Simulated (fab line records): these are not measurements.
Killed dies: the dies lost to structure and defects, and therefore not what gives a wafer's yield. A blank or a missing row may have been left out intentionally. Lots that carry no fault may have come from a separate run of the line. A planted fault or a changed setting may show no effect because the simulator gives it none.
fab line records -- flow n5-finfet
[record] lots = 10, wafers = 30, last-day = 18
route steps=1938 shown DUMMY_GATE@232 SD_EPI_N@262 BEOL_M4@1111 PASSIVATION@1936
lots that met no fault: taken from a fault-free run of the same line
start-h: start of the lot's first displayed wafer, in hours after the record's first day -- wait-h: hours from the lot's prior step to this one -- " as in the row above -- L1.1+2: several wafers, shown together as one row -- - value missing, or start not given -- * or withheld: withheld -- < > ~ a bound
route shown NAME@n: NAME is a module with steps in the file, n the number in the route of the first one -- usual: mean/standard deviation taken from wafers without a fault -- same: alike in all rows -- chamber/n: place in a boat -- sites: the reading at each site -- _std_site: their standard deviation -- _edge_site: mean of outer sites minus mean of inner sites -- radius-mm: how far each site lies from the wafer's centre -- mask NAME#n: copy n -- behind: tool/chamber where the wafer was last shaped -- hold: reason for holding the lot/hours on hold/outcome of the hold -- device: the transistor (n, p or np) that didn't switch -- end of line: tests of these same wafers at the route's end -- for a step that has no rows: nothing shown but its recipe -- killed: at the first sort, the dies lost to defects and structure; wafer yield is something else -- map: shows each die of a wafer: x if killed, . if not, _ if none is there
set.NAME: the setting that was run; set.NAME@STEP: the one run at that earlier step -- model.NAME: the simulator's own value behind a step, which no gauge read
the route's steps for a sample of lots (tables are steps, rows are wafers)
services: from which hour (start-h, from the record's first day; less than 0 if before it) a tool's chamber was out of use, for how many hours, and why
[[steps]]
[step N5_DUMMY_GATE_OVL_MEAS_16]
[recipe] points-per-wafer = 522
[usual] GATE_OVL = -0.4/0.65
lot.wafer,tool,chamber,start-h,wait-h,GATE_OVL[nm]
L591.1,overlay-01,0,58.04,0.0,-0.1
L591.2,overlay-01,0,58.04,0.0,0.3
L591.5,overlay-01,0,58.04,0.0,-0.4
L594.2,overlay-02,0,78.02,0.0,0.2
L594.3,overlay-02,0,78.02,0.0,-0.9
L594.4,overlay-02,0,78.02,0.0,0.6
L595.1,overlay-02,0,85.93,0.0,-0.4
L595.3,overlay-02,0,85.93,0.0,-1.2
L595.4,overlay-02,0,85.93,0.0,-0.2
L596.2,overlay-02,0,89.04,0.0,-0.8
L596.5,overlay-02,0,89.04,0.0,-0.8
L596.6,overlay-02,0,89.04,0.0,-1.2
L597.1,overlay-01,0,94.08,0.0,-0.7
L597.5,overlay-01,0,94.08,0.0,-0.5
L597.6,overlay-01,0,94.08,0.0,-1.5
L598.1,overlay-02,0,102.77,0.0,-0.5
L598.3,overlay-02,0,102.77,0.0,-0.1
L598.4,overlay-02,0,102.77,0.0,-0.3
L605.2,overlay-02,0,143.58,0.0,-0.8
L605.4,overlay-02,0,143.58,0.0,-0.4
L605.6,overlay-02,0,143.58,0.0,-1.0
L606.1,overlay-02,0,149.70,0.0,-0.9
L606.5,overlay-02,0,149.70,0.0,-0.4
L606.6,overlay-02,0,149.70,0.0,-0.5
L610.1,overlay-01,0,171.15,0.0,1.3
L610.4,overlay-01,0,171.15,0.0,0.1
L610.5,overlay-01,0,171.15,0.0,1.3
L612.4,overlay-01,0,185.55,0.0,1.1
L612.5,overlay-01,0,185.55,0.0,0.2
L612.6,overlay-01,0,185.55,0.0,0.7
[step N5_DUMMY_GATE_ETCH_31]
[recipe] chemistry = C4F6/O2, target = SiO2, mask-material = SOC, target-depth-a = 825, time-s = 27.5, ion-energy-ev = 250, pressure-mtorr = 30, source-w = 345, bias-w = 185, Ar_flow_sccm = 300, C4F6_flow_sccm = 10, O2_flow_sccm = 10
[usual] C4F6_flow_sccm = 10.00/0.031, drypump-motor-current-A = 5.9/0.39, oes-product-au = 0.75/0.064, rf-vpp-V = 667/9.1, showerhead-plenum-p-Torr = 2.91/0.07, throttle-valve-pct = 21.24/0.28
[same] time-s = 27.5
lot.wafer,tool,chamber,start-h,wait-h,C4F6_flow_sccm,drypump-motor-current-A,oes-product-au,rf-hours-counter-h,rf-vpp-V,showerhead-plenum-p-Torr,throttle-valve-pct
L591.1,rie-diel-03,2,58.56,0.0,10.02,5.7,0.85,56,663,2.81,21.12
L591.2,rie-diel-03,3,58.56,0.0,9.99,6.3,0.69,227,669,2.93,21.04
L591.5,rie-diel-03,2,58.56,0.0,10.02,5.7,0.84,-,665,2.81,21.11
L594.2,rie-diel-04,2,79.05,0.0,10.02,6.4,0.71,204,671,2.92,21.42
L594.3,rie-diel-04,0,79.05,0.0,10.02,6.1,0.89,38,683,2.89,20.61
L594.4,rie-diel-04,1,79.05,0.0,10.02,6.3,0.77,115,664,3.01,21.23
L595.1,rie-diel-04,0,86.50,0.0,9.98,6.1,0.89,39,684,2.88,20.59
L595.3,rie-diel-04,3,86.50,0.0,9.95,5.3,0.75,160,665,2.95,21.42
L595.4,rie-diel-04,2,86.50,0.0,10.02,6.4,0.70,206,673,2.92,21.43
L596.2,rie-diel-04,0,89.76,0.1,10.00,6.1,0.88,40,683,2.88,20.59
L596.5,rie-diel-04,2,89.76,0.1,10.07,6.4,0.70,-,672,2.92,21.41
L596.6,rie-diel-04,3,89.76,0.1,10.00,5.3,0.75,-,664,2.95,21.43
L597.1,rie-diel-04,0,94.74,0.0,9.94,6.1,0.88,41,683,2.88,20.60
L597.5,rie-diel-04,1,94.74,0.0,10.04,6.3,0.76,-,665,3.00,21.25
L597.6,rie-diel-04,2,94.74,0.0,10.00,6.4,0.70,-,672,2.92,21.42
L598.1,rie-diel-04,0,103.44,0.2,10.01,6.1,0.88,42,684,2.88,20.60
L598.3,rie-diel-04,2,103.44,0.2,9.93,6.4,0.69,210,673,2.92,21.43
L598.4,rie-diel-04,1,103.44,0.2,10.01,6.3,0.76,120,664,3.00,21.24
L605.2,rie-diel-04,3,144.09,0.0,9.98,5.3,0.74,176,663,2.95,21.46
L605.4,rie-diel-04,1,144.09,0.0,10.01,6.4,0.75,132,664,3.00,21.26
L605.6,rie-diel-04,0,144.09,0.0,9.98,6.1,0.88,-,684,2.88,20.63
L606.1,rie-diel-04,3,150.21,0.0,9.99,5.3,0.75,177,663,2.95,21.47
L606.5,rie-diel-04,3,150.21,0.0,9.99,5.3,0.74,-,663,2.95,21.46
L606.6,rie-diel-04,0,150.21,0.0,10.00,6.1,0.87,-,682,2.88,20.63
L610.1,rie-diel-04,0,171.67,0.0,10.00,6.1,0.85,64,682,2.87,20.63
L610.4,rie-diel-04,1,171.67,0.0,10.01,6.4,0.75,141,664,2.99,21.28
L610.5,rie-diel-04,1,171.67,0.0,10.01,6.3,0.75,-,664,2.99,21.29
L612.4,rie-diel-04,2,186.04,0.0,10.02,6.4,0.68,234,670,2.91,21.46
L612.5,rie-diel-04,1,186.04,0.0,9.99,6.3,0.74,-,663,2.99,21.28
L612.6,rie-diel-04,2,186.04,0.0,10.01,6.4,0.68,-,671,2.91,21.46
[step N5_SD_EPI_N_COAT_32]
[recipe] resist = SOC, temp-c = 250, time-s = 60, spin-rpm = 1500, resist-thk-nm = 350
[usual] spin-speed-rpm = 1500.2/0.99
[same] time-s = 60
lot.wafer,tool,chamber,start-h,wait-h,spin-speed-rpm
L591.1,litho-track-03,0,59.92,0.0,1499.9
L591.2,litho-track-03,0,59.92,0.0,1499.2
L591.5,litho-track-03,0,59.92,0.0,1500.0
L594.2,litho-track-03,0,80.41,0.0,1499.6
L594.3,litho-track-03,0,80.41,0.0,1500.4
L594.4,litho-track-03,0,80.41,0.0,1500.3
L595.1,litho-track-02,0,89.22,0.0,1498.6
L595.3,litho-track-02,0,89.22,0.0,1499.7
L595.4,litho-track-02,0,89.22,0.0,1500.2
L596.2,litho-track-02,0,92.26,0.0,1499.2
L596.5,litho-track-02,0,92.26,0.0,1498.4
L596.6,litho-track-02,0,92.26,0.0,1499.2
L597.1,litho-track-02,0,96.11,0.0,1662.4
L597.5,litho-track-02,0,96.11,0.0,1661.5
L597.6,litho-track-02,0,96.11,0.0,1662.4
L598.1,litho-track-02,0,105.28,0.0,1661.9
L598.3,litho-track-02,0,105.28,0.0,1662.6
L598.4,litho-track-02,0,105.28,0.0,1662.1
L605.2,litho-track-01,0,145.46,0.0,1498.7
L605.4,litho-track-01,0,145.46,0.0,1499.7
L605.6,litho-track-01,0,145.46,0.0,1500.3
L606.1,litho-track-03,0,151.71,0.0,1501.5
L606.5,litho-track-03,0,151.71,0.0,1501.2
L606.6,litho-track-03,0,151.71,0.0,1501.2
L610.1,litho-track-01,0,173.24,0.0,1500.0
L610.4,litho-track-01,0,173.24,0.0,1501.8
L610.5,litho-track-01,0,173.24,0.0,1501.2
L612.4,litho-track-03,0,189.75,0.0,1500.5
L612.5,litho-track-03,0,189.75,0.0,1499.7
L612.6,litho-track-03,0,189.75,0.0,1501.4
[step N5_SD_EPI_N_CD_MEAS_09]
[recipe] target-cd-nm = 120, landing-energy-ev = 500, detector = se-inlens
[usual] cd-nm = 120.0/0.67
lot.wafer,tool,chamber,start-h,wait-h,cd-nm
L591.1,cd-sem-02,0,60.29,-,120.4
L591.2,cd-sem-02,0,60.29,-,118.7
L591.5,cd-sem-02,0,60.29,-,119.6
L594.2,cd-sem-01,0,80.78,-,119.6
L594.3,cd-sem-01,0,80.78,-,120.3
L594.4,cd-sem-01,0,80.78,-,119.2
L595.1,cd-sem-03,0,89.58,-,120.9
L595.3,cd-sem-03,0,89.58,-,121.5
L595.4,cd-sem-03,0,89.58,-,119.4
L596.2,cd-sem-03,0,92.50,-,119.9
L596.5,cd-sem-03,0,92.50,-,119.3
L596.6,cd-sem-03,0,92.50,-,120.5
L597.1,cd-sem-02,0,96.48,-,119.2
L597.5,cd-sem-02,0,96.48,-,120.0
L597.6,cd-sem-02,0,96.48,-,119.8
L598.1,cd-sem-03,0,105.65,-,120.5
L598.3,cd-sem-03,0,105.65,-,121.4
L598.4,cd-sem-03,0,105.65,-,120.2
L605.2,cd-sem-03,0,145.83,-,120.1
L605.4,cd-sem-03,0,145.83,-,119.8
L605.6,cd-sem-03,0,145.83,-,119.9
L606.1,cd-sem-01,0,151.95,-,119.8
L606.5,cd-sem-01,0,151.95,-,119.4
L606.6,cd-sem-01,0,151.95,-,120.3
L610.1,cd-sem-03,0,173.48,-,119.6
L610.4,cd-sem-03,0,173.48,-,119.9
L610.5,cd-sem-03,0,173.48,-,120.7
L612.4,cd-sem-03,0,190.12,-,120.1
L612.5,cd-sem-03,0,190.12,-,119.3
L612.6,cd-sem-03,0,190.12,-,118.9
[step N5_BEOL_M4_RC_MEAS_101]
[usual] DIBL_N = 36.3/1.8, DIBL_P = 36.5/2.1, IOFF_N = 0.16/0.031, IOFF_P = 0.22/0.038, ION_N = 677/12, ION_P = 466/7.8, SS_N = 71.5/0.61, SS_P = 73.2/0.7, VT_N = 249/3, VT_P = -248.9/3
lot.wafer,tool,chamber,start-h,wait-h,DIBL_N[mV/V],DIBL_P[mV/V],IOFF_N[nA/um],IOFF_P[nA/um],ION_N[uA/um],ION_P[uA/um],SS_N[mV/dec],SS_P[mV/dec],VT_N[mV],VT_P[mV]
L591.1,prober-02,0,200.24,0.0,38.2,38.6,0.20,0.24,693,464,72.0,73.6,247,-246.9
L591.2,prober-02,0,200.24,0.0,36.2,36.3,0.17,0.20,688,462,71.4,72.0,250,-250.2
L591.5,prober-02,0,200.24,0.0,39.2,38.9,0.22,0.27,691,466,72.4,73.8,244,-246.2
L596.2,prober-02,0,217.02,0.2,35.5,37.0,0.17,0.27,689,478,71.1,73.5,246,-243.1
L596.5,prober-02,0,217.02,0.2,34.6,35.8,0.15,0.24,687,480,71.0,72.2,249,-246.4
L596.6,prober-02,0,217.02,0.2,39.3,42.0,0.28,0.38,708,488,72.2,73.6,238,-240.6
L597.1,prober-02,0,226.11,0.0,36.3,36.3,0.14,0.18,665,455,71.3,73.1,252,-255.5
L597.5,prober-02,0,226.11,0.0,34.8,34.0,0.12,0.15,664,455,71.0,72.9,256,-258.4
L597.6,prober-02,0,226.11,0.0,38.2,39.1,0.18,0.22,693,465,70.9,74.1,249,-252.0
L595.1,prober-01,0,229.69,0.0,35.2,34.4,0.14,0.19,678,469,71.7,72.3,249,-249.9
L595.3,prober-01,0,229.69,0.0,39.7,39.6,0.22,0.26,673,460,72.0,74.2,247,-245.4
L595.4,prober-01,0,229.69,0.0,40.4,41.0,0.24,0.30,703,474,71.7,74.4,242,-245.9
L594.2,prober-01,0,231.71,0.2,38.0,38.8,0.20,0.24,697,470,72.1,74.1,246,-249.7
L594.3,prober-01,0,231.71,0.2,38.9,39.3,0.21,0.25,705,468,71.5,74.0,246,-250.0
L594.4,prober-01,0,231.71,0.2,37.6,37.4,0.17,0.22,679,458,71.4,74.1,249,-252.2
L598.1,prober-02,0,234.31,0.0,34.3,34.6,0.14,0.21,661,460,71.6,73.9,251,-247.7
L598.3,prober-02,0,234.31,0.0,34.2,35.0,0.15,0.21,677,472,71.1,73.3,250,-246.4
L598.4,prober-02,0,234.31,0.0,34.7,35.8,0.14,0.21,662,460,72.2,73.0,252,-247.3
L605.2,prober-01,0,267.33,0.2,36.0,35.1,0.14,0.21,665,461,70.5,71.8,251,-251.0
L605.4,prober-01,0,267.33,0.2,35.6,34.4,0.13,0.20,664,459,71.0,72.4,253,-252.6
L605.6,prober-01,0,267.33,0.2,37.9,37.3,0.18,0.24,685,462,71.1,73.0,249,-247.0
L606.1,prober-01,0,281.64,0.0,35.2,34.0,0.14,0.20,668,466,71.4,72.5,251,-248.6
L606.5,prober-01,0,281.64,0.0,35.4,34.4,0.14,0.20,670,470,70.9,72.0,250,-248.9
L606.6,prober-01,0,281.64,0.0,36.0,35.0,0.16,0.22,685,478,71.8,72.4,248,-248.1
L610.1,prober-02,0,307.68,0.0,32.2,32.2,0.10,0.15,641,449,70.8,72.1,256,-254.0
L610.4,prober-02,0,307.68,0.0,32.5,32.5,0.11,0.15,671,462,70.4,72.4,255,-252.8
L610.5,prober-02,0,307.68,0.0,33.8,33.8,0.12,0.17,650,453,70.7,72.5,253,-252.0
L612.4,prober-01,0,313.39,0.5,34.1,35.5,0.14,0.20,680,469,71.8,72.6,250,-250.0
L612.5,prober-01,0,313.39,0.5,34.1,34.8,0.14,0.19,661,457,71.4,72.4,249,-249.1
L612.6,prober-01,0,313.39,0.5,38.3,40.8,0.23,0.31,698,477,71.7,73.5,245,-246.5
[step N5_PASSIVATION_PROBE_49]
[usual] defect-limited-yield = 91.2/1.5, killed_at_M0_to_M3 = 33/9.6, killed_at_M4_up = 14/5.6, killed-at-contacts = 14/5.5, killed-at-front-end = 40/13, killed-at-other = 4/3, killed-dies = 104/17, killed-open = 68/13, killed-short = 33/7.2, sort_bin_4_leakage = 0.00/0.014, sort_bin_5_function = 5.2/0.95, sort_bin_6_memory = 3.3/0.62, sort_bin_8_speed = 0.00/0.012, sort-n-pass = 1076/17, sort-yield-pct = 91.2/1.5
[same] gross-dies = 1180, killed-at-back-side = 0
lot.wafer,tool,chamber,start-h,wait-h,defect-limited-yield[%],killed_at_M0_to_M3,killed_at_M4_up,killed-at-contacts,killed-at-front-end,killed-at-other,killed-dies,killed-open,killed-short,sort_bin_4_leakage[%],sort_bin_5_function[%],sort_bin_6_memory[%],sort_bin_8_speed[%],sort-n-pass,sort-yield-pct[%]
L595.1,prober-02,-,337.04,0.0,92.2,37,9,10,31,5,92,55,36,0,4.2,3.3,0,1088,92.2
L595.3,prober-02,-,337.14,0.1,90.8,25,14,23,40,7,109,66,36,0,5.3,3.2,0,1071,90.8
L595.4,prober-02,-,337.19,0.2,91.4,37,15,10,32,8,102,58,43,0,4.6,3.5,0,1078,91.4
L605.2,prober-02,-,366.86,0.1,92.9,25,11,16,29,3,84,65,17,0,3.6,3.3,0,1096,92.9
L605.4,prober-02,-,366.96,0.2,91.1,36,11,10,42,6,105,60,43,0,5.0,3.7,0,1075,91.1
L605.6,prober-02,-,367.06,0.3,93.9,14,13,16,27,2,72,40,30,0,3.3,2.5,0,1108,93.9
// killed by level:class
L595.1 BEOL_M0_SAQP:geometric-particle:open=11 BEOL_M1:geometric-particle:open=8 BEOL_M2:geometric-particle:open=7 STARTING-WAFER:geometric-particle:short=7 FIN_SAQP:geometric-particle:short=6 MOL_CONTACT_COAG:geometric-particle:open=6 FIN_SAQP:geometric-particle:open=5 BEOL_M0_SAQP:geometric-particle:short=5
L595.3 MOL_CONTACT_COAG:geometric-particle:open=18 STI_FIN_REVEAL:geometric-particle:open=11 GATE_CUT:geometric-particle:short=9 BEOL_M4:geometric-particle:open=8 BEOL_M1:geometric-particle:open=7 BEOL_M0_SAQP:geometric-particle:short=5 BEOL_M2:geometric-particle:open=5 FIN_SAQP:geometric-particle:short=4
L595.4 BEOL_M2:geometric-particle:open=8 MOL_CONTACT_COAG:geometric-particle:open=8 BEOL_M4:geometric-particle:open=7 FIN_SAQP:geometric-particle:open=6 FIN_SAQP:geometric-particle:short=6 BEOL_M0_SAQP:geometric-particle:open=6 BEOL_M0_SAQP:geometric-particle:short=6 BEOL_M3:geometric-particle:short=6
L605.2 MOL_CONTACT_COAG:geometric-particle:open=16 STI_FIN_REVEAL:geometric-particle:open=9 BEOL_M0_SAQP:geometric-particle:open=6 BEOL_M3:geometric-particle:open=6 BEOL_M0_SAQP:geometric-particle:short=5 BEOL_M2:geometric-particle:open=4 FIN_SAQP:geometric-particle:open=3 DUMMY_GATE:geometric-particle:open=3
L605.4 BEOL_M0_SAQP:geometric-particle:short=15 BEOL_M0_SAQP:geometric-particle:open=9 FIN_SAQP:geometric-particle:open=7 BEOL_M3:geometric-particle:open=7 GATE_CUT:geometric-particle:open=6 BEOL_M4:geometric-particle:open=6 MOL_CONTACT_COAG:geometric-particle:open=6 FIN_SAQP:geometric-particle:short=5
L605.6 MOL_CONTACT_COAG:geometric-particle:open=12 GATE_CUT:geometric-particle:short=5 DUMMY_GATE:geometric-particle:open=4 MOL_CONTACT_COAG:geometric-particle:short=4 BEOL_M10:geometric-particle:open=4 FIN_SAQP:geometric-particle:short=3 GATE_CUT:geometric-particle:open=3 BEOL_M4:geometric-particle:open=3
[[services]]
tool,chamber,start-h,hours,kind
rie-diel-04,0,63.01,9.9,repair
rie-diel-04,1,73.95,1.3,repair
litho-track-03,-,84.01,-,consumable-replace:filter
rie-diel-03,2,91.92,5.7,repair
rie-diel-03,2,104.37,62.3,repair
rie-diel-04,-,122.71,2.8,pm
rie-diel-03,3,166.76,-,clean
rie-diel-03,3,166.76,-,consumable-replace:focus-ring
rie-diel-03,3,166.76,20.0,scheduled-down
rie-diel-03,3,166.76,20.0,vent-cycle
[[key]]
[first-sign] step = N5_SD_EPI_N_COAT_32, reading = spin-speed-rpm, direction = up, sigmas = 99+, usual = *, struck = *
effect none on later readings
met-at N5_SD_EPI_N_COAT_32
struck-lots L597,L598
not-acting-at N5_DUMMY_GATE_OVL_MEAS_16,N5_DUMMY_GATE_ETCH_31,N5_SD_EPI_N_CD_MEAS_09
onset-between 92.26 96.11
[fault] kind = process-parameter-drift, tool = litho-track-02, chamber = -, onset-h = 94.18, steps = N5_SD_EPI_N_COAT_32, channel = spin-rpm, offset = *, shape = step, end-h = 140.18, acts-in = *, stated = *
